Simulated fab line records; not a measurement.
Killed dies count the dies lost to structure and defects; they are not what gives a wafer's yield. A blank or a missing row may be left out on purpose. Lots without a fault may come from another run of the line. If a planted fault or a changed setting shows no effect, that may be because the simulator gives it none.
fab line records	flow nand-harc
[record] lots = 12	wafers = 36	last-day = 34
route steps=1302 shown P_GATE@190
lots with no fault: from the same line, run without faults
start-h: hours from the record's first day to the start of the lot's first wafer shown	wait-h: how many hours have passed since the lot's step before this one	" identical to the entry in the row above	L1.1+2: one row covering several wafers at once	- value missing, or start not given	* or withheld: withheld	< > ~ a bound
route shown NAME@n: NAME is a module with steps in the file, n the number in the route of the first one	usual: mean/standard deviation of fault-free wafers	same: alike in all rows	chamber/n: place in a boat	sites: each site's reading	_std_site: standard deviation of those values	_edge_site: inner sites' mean taken away from outer sites' mean	radius-mm: for every site, how far away it sits from the centre of the wafer	mask NAME#n: copy n	behind: the tool/chamber that last shaped the wafer	hold: reason for holding the lot/hours on hold/outcome of the hold	device: which transistor (n, p or np) failed to switch	end of line: the route-end tests of the same wafers	for a step that has no rows: nothing shown but its recipe	killed: dies that structure and defects cost at the first sort, which is not the same as the wafer's yield	map: dies across one wafer; x = killed, . = not, _ = none there
set.NAME: setting as actually run; set.NAME@STEP: the setting as run at that earlier step	model.NAME: the simulator's own value behind a step, which no gauge read
a sample of lots followed through the steps of the route, with each step as a table and each wafer as a row
services: the hour from which a tool's chamber was out of use, counted from the record's first day as start-h (under 0 if before that day), plus the number of hours and why
[[steps]]
[step NHARC_P_GATE_STRIP_76]
[recipe] power-w = 1500	temp-c = 250	chemistry = O2
[usual] drypump-motor-current-A = 5.6/0.61	heater-power-w = 313/35
lot.wafer	tool	chamber	start-h	wait-h	drypump-motor-current-A	heater-power-w	rf-hours-counter-h
L462.2	plasma-asher-01	0	111.32	0.2	5.1	325	22
L462.1	"	1	"	"	6.2	358	22
L462.3	"	0	"	"	5.1	323	-
L463.2	plasma-asher-01	0	119.88	0.2	5.1	319	24
L463.3	"	0	"	"	5.1	318	-
L463.6	"	0	"	"	5.1	315	-
L464.1	plasma-asher-01	0	132.59	0.2	5.1	315	25
L464.6	"	1	"	"	6.3	359	-
L464.5	"	0	"	"	5.1	319	-
L466.3	plasma-asher-01	0	148.17	0.1	5.1	321	-
L466.6	"	1	"	"	6.2	369	-
L466.5	"	0	"	"	5.1	312	-
L469.2	plasma-asher-02	0	178.80	0.2	6.2	256	21
L469.4	"	0	"	"	6.1	257	-
L469.3	"	1	"	"	4.9	301	-
L479.2	plasma-asher-01	0	276.33	0.2	5.1	343	20
L479.1	"	1	"	"	6.2	364	20
L479.6	"	1	"	"	6.3	355	-
L480.2	plasma-asher-01	0	296.22	0.2	5.1	329	25
L480.5	"	0	"	"	5.1	340	-
L480.6	"	1	"	"	6.2	352	-
L481.1	plasma-asher-02	0	300.98	0.2	6.2	274	8
L481.4	"	0	"	"	6.2	262	-
L481.5	"	1	"	"	4.9	329	-
L482.1	plasma-asher-02	1	313.63	0.2	4.9	327	10
L482.4	"	1	"	"	4.9	323	-
L482.3	"	0	"	"	6.2	262	-
L483.2	plasma-asher-02	0	315.97	0.2	6.2	269	12
L483.3	"	1	"	"	4.9	327	-
L483.6	"	1	"	"	4.9	315	-
L484.4	plasma-asher-02	0	332.67	0.1	6.2	273	-
L484.5	"	1	"	"	4.9	327	-
L484.6	"	0	"	"	6.2	266	-
L485.1	plasma-asher-02	1	349.80	2.6	4.9	321	18
L485.2	"	0	"	"	6.2	259	18
L485.4	"	1	"	"	4.9	327	-
[step NHARC_P_GATE_EXPOSE_88]
[recipe] na = 0.6	target-cd-nm = 2000	dose-mj = 11.87	mask-id = P_HVN
[usual] reticle-temp-C = 22.98/0.091
lot.wafer	tool	chamber	start-h	wait-h	mask	reticle-temp-C
L462.1	krf-scanner-01	0	112.10	-	P_HVN#0	23.13
L462.2	"	0	"	"	P_HVN#0	23.09
L462.3	"	0	"	"	P_HVN#0	22.94
L463.2	krf-scanner-01	0	120.53	-	P_HVN#0	22.97
L463.3	"	0	"	"	P_HVN#0	23.12
L463.6	"	0	"	"	P_HVN#0	23.00
L464.1	krf-scanner-02	0	133.34	-	P_HVN#0	23.03
L464.5	"	0	"	"	P_HVN#0	23.17
L464.6	"	0	"	"	P_HVN#0	22.98
L466.3	krf-scanner-01	0	148.78	-	P_HVN#0	23.10
L466.5	"	0	"	"	P_HVN#0	23.04
L466.6	"	0	"	"	P_HVN#0	23.15
L469.2	krf-scanner-02	0	179.57	-	P_HVN_R1#0	23.07
L469.3	"	0	"	"	P_HVN_R1#0	23.00
L469.4	"	0	"	"	P_HVN_R1#0	22.92
L479.1	krf-scanner-01	0	277.09	-	P_HVN#0	23.00
L479.2	"	0	"	"	P_HVN#0	22.93
L479.6	"	0	"	"	P_HVN#0	22.95
L480.2	krf-scanner-02	0	296.98	-	P_HVN#0	22.93
L480.5	"	0	"	"	P_HVN#0	22.88
L480.6	"	0	"	"	P_HVN#0	23.00
L481.1	krf-scanner-01	0	301.76	-	P_HVN#0	23.04
L481.4	"	0	"	"	P_HVN#0	23.04
L481.5	"	0	"	"	P_HVN#0	23.05
L482.1	krf-scanner-02	0	314.39	-	P_HVN#0	22.97
L482.3	"	0	"	"	P_HVN#0	22.94
L482.4	"	0	"	"	P_HVN#0	23.05
L483.2	krf-scanner-01	0	316.74	-	P_HVN#0	22.81
L483.3	"	0	"	"	P_HVN#0	22.96
L483.6	"	0	"	"	P_HVN#0	22.96
L484.4	krf-scanner-01	0	333.29	-	P_HVN#0	22.87
L484.5	"	0	"	"	P_HVN#0	22.87
L484.6	"	0	"	"	P_HVN#0	22.89
L485.1	krf-scanner-04	0	350.58	-	P_HVN#0	22.97
L485.2	"	0	"	"	P_HVN#0	23.04
L485.4	"	0	"	"	P_HVN#0	22.77
[step NHARC_P_GATE_CD_MEAS_91]
[recipe] target-cd-nm = 2000	landing-energy-ev = 500
[usual] cd-nm = 2000.0/1.4
lot.wafer	tool	chamber	start-h	wait-h	cd-nm
L462.1	cd-sem-01	0	112.26	-	2000.7
L462.2	"	0	"	"	2000.6
L462.3	"	0	"	"	1999.1
L463.2	cd-sem-02	0	120.69	-	1999.6
L463.3	"	0	"	"	2002.7
L463.6	"	0	"	"	2001.6
L464.1	cd-sem-01	0	133.49	-	1999.6
L464.5	"	0	"	"	1997.9
L464.6	"	0	"	"	1998.6
L466.3	cd-sem-02	0	148.93	-	1998.6
L466.5	"	0	"	"	1999.4
L466.6	"	0	"	"	1999.6
L469.2	cd-sem-03	0	179.72	-	1978.1
L469.3	"	0	"	"	1977.9
L469.4	"	0	"	"	1977.7
L479.1	cd-sem-02	0	277.24	-	1999.6
L479.2	"	0	"	"	1999.2
L479.6	"	0	"	"	1997.4
L480.2	cd-sem-02	0	297.14	-	2001.4
L480.5	"	0	"	"	1999.0
L480.6	"	0	"	"	2000.9
L481.1	cd-sem-03	0	301.92	-	1998.0
L481.4	"	0	"	"	1995.7
L481.5	"	0	"	"	1999.2
L482.1	cd-sem-03	0	314.54	-	2001.7
L482.3	"	0	"	"	2003.1
L482.4	"	0	"	"	2002.6
L483.2	cd-sem-01	0	316.89	-	1998.5
L483.3	"	0	"	"	1999.2
L483.6	"	0	"	"	1998.5
L484.4	cd-sem-01	0	333.43	-	2001.5
L484.5	"	0	"	"	2001.2
L484.6	"	0	"	"	2001.2
L485.1	cd-sem-02	0	350.73	-	1999.3
L485.2	"	0	"	"	1999.7
L485.4	"	0	"	"	2000.7
[step NHARC_P_GATE_DESCUM_93]
[recipe] time-s = 3	o2-flow-sccm = 200	ar-flow-sccm = 0	bias-power-w = 0	chemistry = O2
[usual] chamber-pressure-mTorr = 59.99/0.053	drypump-motor-current-A = 5.9/0.45	oes-product-au = 1.001/0.0071	rf-vpp-V = 57.9/0.81	showerhead-plenum-p-Torr = 1.92/0.066	throttle-valve-pct = 11.312/0.0097
lot.wafer	tool	chamber	start-h	wait-h	chamber-pressure-mTorr	drypump-motor-current-A	oes-product-au	rf-hours-counter-h	rf-vpp-V	showerhead-plenum-p-Torr	throttle-valve-pct
L462.1	rie-diel-01	1	112.42	-	59.99	6.0	1.005	2	59.6	1.94	11.294
L462.2	"	2	"	"	60.07	5.4	1.001	2	57.8	1.90	11.298
L462.3	"	3	"	"	59.99	6.3	0.989	1	57.5	1.97	11.320
L463.2	rie-diel-13	0	120.86	-	59.90	5.8	0.997	8	56.0	1.80	11.295
L463.3	"	2	"	"	59.91	5.6	1.003	7	57.1	1.87	11.302
L463.6	"	0	"	"	60.07	5.8	1.003	-	57.7	1.80	11.307
L464.1	rie-diel-13	0	133.68	-	60.04	5.8	1.014	9	56.2	1.80	11.311
L464.5	"	2	"	"	59.88	5.6	1.013	-	58.0	1.87	11.308
L464.6	"	3	"	"	59.99	6.0	1.002	-	56.9	2.00	11.300
L466.3	rie-diel-07	0	149.08	-	59.96	5.4	0.992	0	57.3	1.83	11.309
L466.5	"	0	"	"	60.06	5.4	0.997	-	57.8	1.83	11.296
L466.6	"	1	"	"	59.97	6.5	0.998	-	57.3	1.86	11.318
L469.3	rie-diel-13	1	179.89	-	60.03	6.8	1.003	0	57.7	1.98	11.309
L469.2	"	2	"	"	59.92	5.6	1.010	0	57.8	1.87	11.314
L469.4	"	3	"	"	60.00	6.0	0.994	0	58.0	2.00	11.315
L479.2	rie-diel-13	2	277.41	-	59.88	5.6	0.986	4	57.1	1.87	11.304
L479.1	"	3	"	"	59.96	6.0	0.999	4	57.4	2.00	11.313
L479.6	"	2	"	"	59.96	5.6	0.987	-	57.2	1.87	11.310
L480.2	rie-diel-13	1	297.32	-	59.98	6.8	1.003	4	57.7	1.98	11.321
L480.6	"	3	"	"	60.01	6.0	0.992	-	58.6	2.00	11.316
L480.5	"	0	"	"	59.96	5.8	0.993	-	57.9	1.80	11.304
L481.4	rie-diel-01	1	302.08	-	59.91	6.0	1.018	4	58.4	1.93	11.303
L481.1	"	0	"	"	59.97	5.5	0.995	5	58.1	1.94	11.326
L481.5	"	1	"	"	59.99	6.0	1.007	-	58.7	1.93	11.308
L482.3	rie-diel-07	1	314.72	-	59.93	6.5	0.991	1	58.2	1.85	11.315
L482.1	"	2	"	"	60.05	5.7	1.002	1	58.3	2.04	11.322
L482.4	"	1	"	"	60.04	6.5	0.988	-	58.0	1.85	11.326
L483.2	rie-diel-13	2	317.05	-	59.97	5.5	0.997	6	56.9	1.87	11.311
L483.3	"	1	"	"	59.97	6.8	0.999	6	58.3	1.98	11.320
L483.6	"	3	"	"	60.00	6.0	0.990	-	57.7	2.00	11.315
L484.6	rie-diel-01	1	333.63	-	60.01	6.0	1.010	-	57.2	1.93	11.310
L484.4	"	2	"	"	60.01	5.4	1.007	-	57.7	1.89	11.302
L484.5	"	3	"	"	60.00	6.3	1.006	-	58.1	1.97	11.324
L485.2	rie-diel-07	0	350.89	-	60.00	5.4	0.996	5	56.6	1.83	11.302
L485.1	"	1	"	"	60.02	6.4	1.006	5	57.2	1.85	11.306
L485.4	"	2	"	"	60.04	5.7	1.003	-	57.0	2.04	11.330
[step NHARC_P_GATE_DEGAS_109]
[recipe] temp-c = 300	time-s = 60
[usual] heater-power-w = 491/45
lot.wafer	tool	chamber	start-h	wait-h	heater-power-w
L462.3	pvd-sputter-01	-	114.36	0.1	495
L462.2	"	-	"	"	547
L462.1	"	-	"	"	491
L463.2	pvd-sputter-02	-	122.80	0.1	476
L463.3	"	-	"	"	406
L463.6	"	-	"	"	582
L464.1	pvd-sputter-01	-	135.63	0.1	514
L464.6	"	-	"	"	489
L464.5	"	-	"	"	498
L466.3	pvd-sputter-01	-	151.05	0.1	481
L466.5	"	-	"	"	531
L466.6	"	-	"	"	538
L469.3	pvd-sputter-02	-	181.84	0.1	418
L469.2	"	-	"	"	468
L469.4	"	-	"	"	577
L479.1	pvd-sputter-01	-	279.38	0.1	496
L479.2	"	-	"	"	498
L479.6	"	-	"	"	494
L480.2	pvd-sputter-03	-	299.27	0.1	468
L480.6	"	-	"	"	539
L480.5	"	-	"	"	451
L481.4	pvd-sputter-01	-	304.02	0.1	492
L481.1	"	-	"	"	452
L481.5	"	-	"	"	488
L482.4	pvd-sputter-01	-	316.68	0.1	454
L482.3	"	-	"	"	508
L482.1	"	-	"	"	502
L483.2	pvd-sputter-01	-	319.02	0.1	498
L483.3	"	-	"	"	461
L483.6	"	-	"	"	502
L484.4	pvd-sputter-02	-	335.62	0.1	417
L484.6	"	-	"	"	542
L484.5	"	-	"	"	488
L485.2	pvd-sputter-02	-	352.87	0.1	460
L485.1	"	-	"	"	541
L485.4	"	-	"	"	499
[[services]]
tool	chamber	start-h	hours	kind
krf-scanner-01	-	90.61	1.0	repair
rie-diel-13	0	94.00	4.0	repair
plasma-asher-01	-	101.62	4.1	repair
rie-diel-13	-	104.55	0.9	repair
krf-scanner-01	-	114.51	0.7	repair
krf-scanner-01	-	119.17	0.4	repair
krf-scanner-01	-	129.02	3.1	repair
krf-scanner-01	-	140.00	4.0	pm
rie-diel-13	0	155.29	5.9	repair
plasma-asher-01	-	165.00	9.0	pm
rie-diel-13	-	165.00	9.0	pm
plasma-asher-01	-	184.56	25.4	repair
pvd-sputter-01	-	228.43	10.0	pm
pvd-sputter-01	-	239.31	23.7	repair
rie-diel-13	3	239.38	8.2	repair
plasma-asher-02	-	249.08	9.0	pm
rie-diel-13	2	252.45	1.2	repair
rie-diel-13	0	254.60	7.8	repair
plasma-asher-02	-	275.93	10.5	repair
plasma-asher-02	-	287.55	1.4	repair
krf-scanner-01	-	312.00	4.0	pm
rie-diel-13	1	328.49	5.4	repair
plasma-asher-01	-	342.00	9.0	pm
rie-diel-13	-	342.00	9.0	pm
[[key]]
[first-sign] step = NHARC_P_GATE_EXPOSE_88	reading = mask	direction = changed
[effect] step = NHARC_P_GATE_CD_MEAS_91	reading = cd-nm	direction = down	sigmas = 16	usual = 2000.0	struck = 1977.9
met-at NHARC_P_GATE_EXPOSE_88
struck-lots L469
tester-left-out L469
not-acting-at NHARC_P_GATE_STRIP_76,NHARC_P_GATE_DESCUM_93,NHARC_P_GATE_DEGAS_109
onset-between 133.34 179.57
[fault] kind = wrong-mask	tool = any	chamber = -	onset-h = 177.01	steps = NHARC_P_GATE_EXPOSE_88	aux-copy = P_HVN_R1#0	cd-offset-nm = -21.609	scope = struck-lots-only
// tester-left-out: of these lots the tester's yield and bins aren't shown, on N5 and GAA mostly nor the transistor test; their killed dies are dies lost to structure and defects alone, not to doping, threshold or leakage, so they don't give the yield
